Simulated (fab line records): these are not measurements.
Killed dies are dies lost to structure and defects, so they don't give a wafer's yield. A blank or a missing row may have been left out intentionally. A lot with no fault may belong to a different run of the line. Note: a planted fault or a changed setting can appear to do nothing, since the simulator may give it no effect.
fab line records | flow n5Finfet
record lots=10 | wafers=30 | lastDay=18
route steps=1938 shown BEOL_M0@738 BEOL_M1@754 BEOL_M4@1111
lots that met no fault: taken from a fault-free run of the same line
startH: start of the lot's first displayed wafer, in hours after the record's first day | waitH: how many hours have passed since the lot's step before this one | " unchanged from the row above | L1.1+2: several wafers, shown together as one row | - either no value or no given start | * or withheld: withheld | < > ~ a bound
route shown NAME@n: NAME is a module with steps in the file, n the number in the route of the first one | usual: mean/standard deviation taken from wafers without a fault | same: alike in all rows | chamber/n: place in a boat | sites: per-site readings | _std_site: how widely they spread, as a standard deviation | _edge_site: the outer-site mean with the inner-site mean subtracted | radiusMm: how far each site lies from the wafer's centre | mask NAME#n: copy n | behind: the tool/chamber that last shaped the wafer | hold: why the lot went on hold/how many hours it stayed there/how the hold came to an end | device: names the non-switching transistor (n, p or np) | end of line: the route-end tests of the same wafers | for a step that has no rows: nothing shown but its recipe | killed: dies lost to structure and defects at the first sort, not the wafer's yield | map: the dies of a wafer, with x for killed, . for not killed, _ for no die there
set.NAME: the setting as run; set.NAME@STEP: as run at that earlier step | model.NAME: the simulator's own value behind a step, which no gauge read
steps of the route over a sample of lots; a table a step, a row a wafer
services: from which hour (startH, from the record's first day; less than 0 if before it) a tool's chamber was out of use, for how many hours, and why
## steps
# step N5_BEOL_M0_SPUTTER_134
# recipe material=Cu | targetThkA=40 | tempC=-20 | chamberPressurePa=0.07 | powerW=withheld | timeS=7.37
# usual throttleValvePct=30.3/1.2
lot.wafer | tool          | chamber | startH | waitH | throttleValvePct
L948.1    | pvdSputter-03 | -       | 145.27 | 0.0   | 32.6
L948.4    | "             | -       | "      | "     | 30.1
L948.5    | "             | -       | "      | "     | 30.3
L949.1    | pvdSputter-01 | -       | 154.67 | 0.0   | 30.2
L949.3    | "             | -       | "      | "     | 30.1
L949.5    | "             | -       | "      | "     | 29.2
L952.1    | pvdSputter-02 | -       | 171.30 | 0.0   | 27.9
L952.3    | "             | -       | "      | "     | 30.5
L952.5    | "             | -       | "      | "     | 30.8
L954.1    | pvdSputter-01 | -       | 174.63 | 0.0   | 30.5
L954.3    | "             | -       | "      | "     | 29.2
L954.6    | "             | -       | "      | "     | 29.5
L955.2    | pvdSputter-01 | -       | 185.18 | 0.0   | 29.4
L955.5    | "             | -       | "      | "     | 29.3
L955.6    | "             | -       | "      | "     | 30.1
L958.2    | pvdSputter-03 | -       | 201.96 | 0.0   | 28.9
L958.3    | "             | -       | "      | "     | 32.7
L958.5    | "             | -       | "      | "     | 31.9
L961.3    | pvdSputter-01 | -       | 219.20 | 0.0   | 29.0
L961.4    | "             | -       | "      | "     | 30.2
L961.6    | "             | -       | "      | "     | 29.4
L964.1    | pvdSputter-01 | -       | 238.63 | 0.0   | 30.3
L964.2    | "             | -       | "      | "     | 29.9
L964.3    | "             | -       | "      | "     | 29.1
L965.1    | pvdSputter-02 | -       | 246.15 | 0.0   | 30.9
L965.2    | "             | -       | "      | "     | 30.8
L965.3    | "             | -       | "      | "     | 30.3
L967.1    | pvdSputter-02 | -       | 259.22 | 0.0   | 30.4
L967.3    | "             | -       | "      | "     | 30.6
L967.6    | "             | -       | "      | "     | 30.3
# step N5_BEOL_M0_ANNEAL_135
# recipe tempC=400 | timeS=60 | ambient=vacuum
# usual heaterPowerW=750/84
lot.wafer | tool          | chamber | startH | waitH | heaterPowerW
L948.1    | pvdSputter-03 | -       | 145.35 | 0.0   | 663
L948.4    | "             | -       | "      | "     | 752
L948.5    | "             | -       | "      | "     | 721
L949.1    | pvdSputter-01 | -       | 154.75 | 0.0   | 622
L949.3    | "             | -       | "      | "     | 917
L949.5    | "             | -       | "      | "     | 649
L952.1    | pvdSputter-02 | -       | 171.38 | 0.0   | 777
L952.3    | "             | -       | "      | "     | 765
L952.5    | "             | -       | "      | "     | 771
L954.1    | pvdSputter-01 | -       | 174.71 | 0.0   | 930
L954.3    | "             | -       | "      | "     | 653
L954.6    | "             | -       | "      | "     | 663
L955.2    | pvdSputter-01 | -       | 185.26 | 0.0   | 651
L955.5    | "             | -       | "      | "     | 654
L955.6    | "             | -       | "      | "     | 630
L958.2    | pvdSputter-03 | -       | 202.04 | 0.0   | 715
L958.3    | "             | -       | "      | "     | 654
L958.5    | "             | -       | "      | "     | 803
L961.3    | pvdSputter-01 | -       | 219.28 | 0.0   | 665
L961.4    | "             | -       | "      | "     | 907
L961.6    | "             | -       | "      | "     | 641
L964.1    | pvdSputter-01 | -       | 238.71 | 0.0   | 930
L964.2    | "             | -       | "      | "     | 621
L964.3    | "             | -       | "      | "     | 648
L965.1    | pvdSputter-02 | -       | 246.23 | 0.0   | 742
L965.2    | "             | -       | "      | "     | 838
L965.3    | "             | -       | "      | "     | 830
L967.1    | pvdSputter-02 | -       | 259.30 | 0.0   | 858
L967.3    | "             | -       | "      | "     | 824
L967.6    | "             | -       | "      | "     | 825
# step N5_BEOL_M1_HM_DEP_02
# recipe material=TiN | targetThkA=200 | tempC=25 | chamberPressurePa=0.49996
# usual throttleValvePct=30.3/1.1
lot.wafer | tool          | chamber | startH | waitH | throttleValvePct
L948.1    | pvdSputter-01 | -       | 147.14 | 0.5   | 30.5
L948.4    | "             | -       | "      | "     | 29.4
L948.5    | "             | -       | "      | "     | 30.1
L949.1    | pvdSputter-03 | -       | 156.99 | 1.0   | 32.1
L949.3    | "             | -       | "      | "     | 32.7
L949.5    | "             | -       | "      | "     | 29.1
L952.1    | pvdSputter-02 | -       | 173.36 | 0.7   | 30.6
L952.3    | "             | -       | "      | "     | 28.2
L952.5    | "             | -       | "      | "     | 30.7
L954.1    | pvdSputter-02 | -       | 178.98 | 3.0   | 28.4
L954.3    | "             | -       | "      | "     | 30.8
L954.6    | "             | -       | "      | "     | 28.4
L955.2    | pvdSputter-02 | -       | 188.50 | 1.9   | 30.7
L955.5    | "             | -       | "      | "     | 30.5
L955.6    | "             | -       | "      | "     | 30.5
L958.2    | pvdSputter-03 | -       | 203.43 | 0.1   | 32.0
L958.3    | "             | -       | "      | "     | 30.0
L958.5    | "             | -       | "      | "     | 32.8
L961.3    | pvdSputter-02 | -       | 223.03 | 2.4   | 30.3
L961.4    | "             | -       | "      | "     | 28.2
L961.6    | "             | -       | "      | "     | 30.6
L964.1    | pvdSputter-01 | -       | 241.33 | 1.3   | 30.5
L964.2    | "             | -       | "      | "     | 29.2
L964.3    | "             | -       | "      | "     | 30.3
L965.1    | pvdSputter-03 | -       | 248.22 | 0.5   | 32.7
L965.2    | "             | -       | "      | "     | 29.0
L965.3    | "             | -       | "      | "     | 30.2
L967.1    | pvdSputter-03 | -       | 262.29 | 1.6   | 31.9
L967.3    | "             | -       | "      | "     | 32.8
L967.6    | "             | -       | "      | "     | 29.0
# step N5_BEOL_M1_COAT_61
# recipe resist=SOC | tempC=250 | timeS=60 | spinRpm=1500 | resistThkNm=60
# usual chillPlateTempC=23.00/0.096 | plateTempC=250.01/0.18 | spinSpeedRpm=1500.2/0.96
lot.wafer | tool          | chamber | startH | waitH | chillPlateTempC | plateTempC | spinSpeedRpm
L948.1    | lithoTrack-02 | 0       | 147.27 | 0.1   | 23.02           | 249.77     | 1499.0
L948.4    | "             | 0       | "      | "     | 23.19           | 249.67     | 1498.7
L948.5    | "             | 0       | "      | "     | 22.83           | 249.61     | 1499.5
L949.1    | lithoTrack-02 | 0       | 157.12 | 0.1   | 22.91           | 249.99     | 1501.6
L949.3    | "             | 0       | "      | "     | 22.98           | 249.94     | 1500.6
L949.5    | "             | 0       | "      | "     | 22.92           | 250.10     | 1500.4
L952.1    | lithoTrack-02 | 0       | 173.50 | 0.1   | 23.08           | 249.77     | 1501.1
L952.3    | "             | 0       | "      | "     | 23.04           | 249.76     | 1500.5
L952.5    | "             | 0       | "      | "     | 23.08           | 250.25     | 1500.5
L954.1    | lithoTrack-05 | 0       | 179.10 | 0.1   | 23.15           | 250.07     | 1500.5
L954.3    | "             | 0       | "      | "     | 22.92           | 250.00     | 1500.0
L954.6    | "             | 0       | "      | "     | 23.11           | 249.73     | 1500.6
L955.2    | lithoTrack-04 | 0       | 188.62 | 0.1   | 22.96           | 250.11     | 1500.0
L955.5    | "             | 0       | "      | "     | 22.92           | 250.20     | 1500.8
L955.6    | "             | 0       | "      | "     | 22.98           | 250.12     | 1500.4
L958.2    | lithoTrack-02 | 0       | 203.55 | 0.1   | 23.00           | 250.11     | 1281.6
L958.3    | "             | 0       | "      | "     | 23.08           | 250.02     | 1282.7
L958.5    | "             | 0       | "      | "     | 23.01           | 250.04     | 1282.7
L961.3    | lithoTrack-02 | 0       | 223.16 | 0.1   | 22.96           | 249.88     | 1283.7
L961.4    | "             | 0       | "      | "     | 22.90           | 249.83     | 1284.1
L961.6    | "             | 0       | "      | "     | 22.96           | 249.94     | 1283.8
L964.1    | lithoTrack-04 | 0       | 241.45 | 0.1   | 22.90           | 249.97     | 1501.4
L964.2    | "             | 0       | "      | "     | 23.03           | 250.18     | 1501.0
L964.3    | "             | 0       | "      | "     | 22.89           | 250.13     | 1500.3
L965.1    | lithoTrack-04 | 0       | 248.34 | 0.1   | 23.11           | 249.65     | 1498.3
L965.2    | "             | 0       | "      | "     | 23.03           | 249.93     | 1500.4
L965.3    | "             | 0       | "      | "     | 23.03           | 250.06     | 1499.1
L967.1    | lithoTrack-04 | 0       | 262.41 | 0.1   | 23.10           | 249.76     | 1498.7
L967.3    | "             | 0       | "      | "     | 22.88           | 250.12     | 1499.4
L967.6    | "             | 0       | "      | "     | 22.91           | 249.86     | 1502.7
# step N5_BEOL_M4_RC_MEAS_101
# usual DIBL_N=36.5/1.4 | DIBL_P=36.6/1.6 | IOFF_N=0.160/0.024 | IOFF_P=0.217/0.029 | ION_N=674/8.7 | ION_P=464/6.5 | SS_N=71.6/0.47 | SS_P=73.4/0.57 | VT_N=250.0/2.5 | VT_P=-250/3.1
lot.wafer | tool      | chamber | startH | waitH | DIBL_N[mV/V] | DIBL_P[mV/V] | IOFF_N[nA/um] | IOFF_P[nA/um] | ION_N[uA/um] | ION_P[uA/um] | SS_N[mV/dec] | SS_P[mV/dec] | VT_N[mV] | VT_P[mV]
L948.1    | prober-01 | 0       | 195.34 | 0.0   | 37.1         | 37.2         | 0.180         | 0.253         | 687          | 474          | 71.6         | 73.5         | 247.7    | -247
L948.4    | "         | 0       | "      | "     | 36.6         | 36.7         | 0.178         | 0.256         | 675          | 468          | 71.7         | 72.6         | 247.2    | -246
L948.5    | "         | 0       | "      | "     | 36.3         | 36.3         | 0.169         | 0.241         | 684          | 475          | 71.6         | 73.6         | 244.9    | -245
L949.1    | prober-02 | 0       | 210.82 | 0.0   | 38.8         | 39.8         | 0.211         | 0.253         | 694          | 465          | 72.7         | 74.1         | 248.9    | -249
L949.3    | "         | 0       | "      | "     | 35.9         | 36.3         | 0.160         | 0.196         | 677          | 457          | 71.2         | 73.5         | 250.0    | -253
L949.5    | "         | 0       | "      | "     | 37.8         | 38.6         | 0.187         | 0.226         | 679          | 460          | 70.8         | 74.0         | 249.7    | -253
L954.1    | prober-02 | 0       | 218.91 | 0.2   | 38.4         | 37.1         | 0.194         | 0.234         | 675          | 462          | 71.9         | 73.4         | 245.2    | -250
L954.3    | "         | 0       | "      | "     | 37.3         | 36.7         | 0.182         | 0.243         | 687          | 467          | 71.9         | 74.1         | 248.5    | -250
L954.6    | "         | 0       | "      | "     | 37.9         | 36.9         | 0.184         | 0.232         | 680          | 469          | 71.9         | 73.7         | 245.5    | -251
L952.1    | prober-01 | 0       | 227.21 | 0.0   | 36.3         | 37.3         | 0.169         | 0.261         | 678          | 474          | 71.1         | 74.2         | 248.6    | -245
L952.3    | "         | 0       | "      | "     | 37.1         | 37.9         | 0.187         | 0.267         | 673          | 474          | 72.0         | 73.4         | 245.1    | -243
L952.5    | "         | 0       | "      | "     | 36.9         | 37.7         | 0.176         | 0.256         | 689          | 474          | 71.9         | 73.4         | 248.4    | -244
L955.2    | prober-02 | 0       | 242.14 | 0.2   | 39.2         | 39.4         | 0.188         | 0.213         | 679          | 461          | 72.3         | 74.0         | 248.0    | -251
L955.5    | "         | 0       | "      | "     | 40.3         | 40.9         | 0.209         | 0.247         | 668          | 456          | 72.9         | 75.4         | 247.4    | -249
L955.6    | "         | 0       | "      | "     | 38.9         | 39.0         | 0.170         | 0.197         | 674          | 455          | 72.2         | 74.6         | 250.9    | -254
L958.2    | prober-02 | 0       | 260.42 | 0.2   | 36.8         | 37.4         | 0.157         | 0.227         | 668          | 458          | 72.0         | 74.0         | 251.6    | -247
L958.3    | "         | 0       | "      | "     | 36.1         | 36.8         | 0.154         | 0.219         | 678          | 468          | 71.6         | 73.4         | 250.2    | -249
L958.5    | "         | 0       | "      | "     | 36.4         | 36.4         | 0.155         | 0.219         | 678          | 469          | 70.4         | 73.7         | 251.5    | -249
L961.3    | prober-02 | 0       | 270.46 | 0.3   | 35.3         | 34.2         | 0.112         | 0.167         | 653          | 454          | 71.0         | 72.3         | 253.4    | -255
L961.4    | "         | 0       | "      | "     | 36.1         | 35.6         | 0.127         | 0.185         | 663          | 462          | 71.2         | 73.1         | 254.9    | -252
L961.6    | "         | 0       | "      | "     | 35.7         | 35.5         | 0.127         | 0.185         | 666          | 462          | 71.4         | 73.3         | 253.7    | -252
L965.1    | prober-01 | 0       | 286.38 | 0.0   | 35.9         | 35.8         | 0.153         | 0.224         | 681          | 465          | 71.5         | 73.0         | 249.2    | -249
L965.2    | "         | 0       | "      | "     | 34.7         | 34.1         | 0.133         | 0.208         | 670          | 466          | 70.7         | 73.3         | 252.9    | -246
L965.3    | "         | 0       | "      | "     | 35.5         | 34.8         | 0.139         | 0.221         | 662          | 465          | 71.4         | 73.3         | 250.5    | -246
L964.1    | prober-01 | 0       | 294.50 | 0.0   | 36.0         | 36.0         | 0.152         | 0.212         | 674          | 466          | 71.5         | 72.5         | 253.1    | -250
L964.2    | "         | 0       | "      | "     | 35.5         | 34.9         | 0.131         | 0.190         | 667          | 456          | 71.3         | 72.5         | 253.4    | -251
L964.3    | "         | 0       | "      | "     | 34.7         | 33.0         | 0.125         | 0.175         | 667          | 465          | 71.0         | 72.0         | 252.4    | -250
L967.1    | prober-02 | 0       | 304.14 | 0.0   | 37.0         | 36.3         | 0.169         | 0.218         | 677          | 459          | 72.2         | 72.9         | 249.2    | -251
L967.3    | "         | 0       | "      | "     | 36.4         | 36.3         | 0.166         | 0.213         | 682          | 464          | 71.4         | 74.0         | 247.6    | -252
L967.6    | "         | 0       | "      | "     | 36.7         | 36.4         | 0.173         | 0.222         | 680          | 464          | 72.0         | 73.8         | 247.2    | -249
## services
tool          | chamber | startH | hours | kind
pvdSputter-03 | -       | 168.44 | 10.5  | repair
## key
firstSign step=N5_BEOL_M1_COAT_61 | reading=spinSpeedRpm | direction=down | sigmas=99+ | usual=* | struck=*
effect none on later readings
metAt N5_BEOL_M1_COAT_61
struckLots L958,L961
notActingAt N5_BEOL_M0_SPUTTER_134,N5_BEOL_M0_ANNEAL_135,N5_BEOL_M1_HM_DEP_02
onsetBetween 173.50 203.55
fault kind=processParameterDrift | tool=lithoTrack-02 | chamber=- | onsetH=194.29 | steps=N5_BEOL_M1_COAT_61 | channel=spinRpm | offset=* | shape=step | endH=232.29 | actsIn=* | stated=*
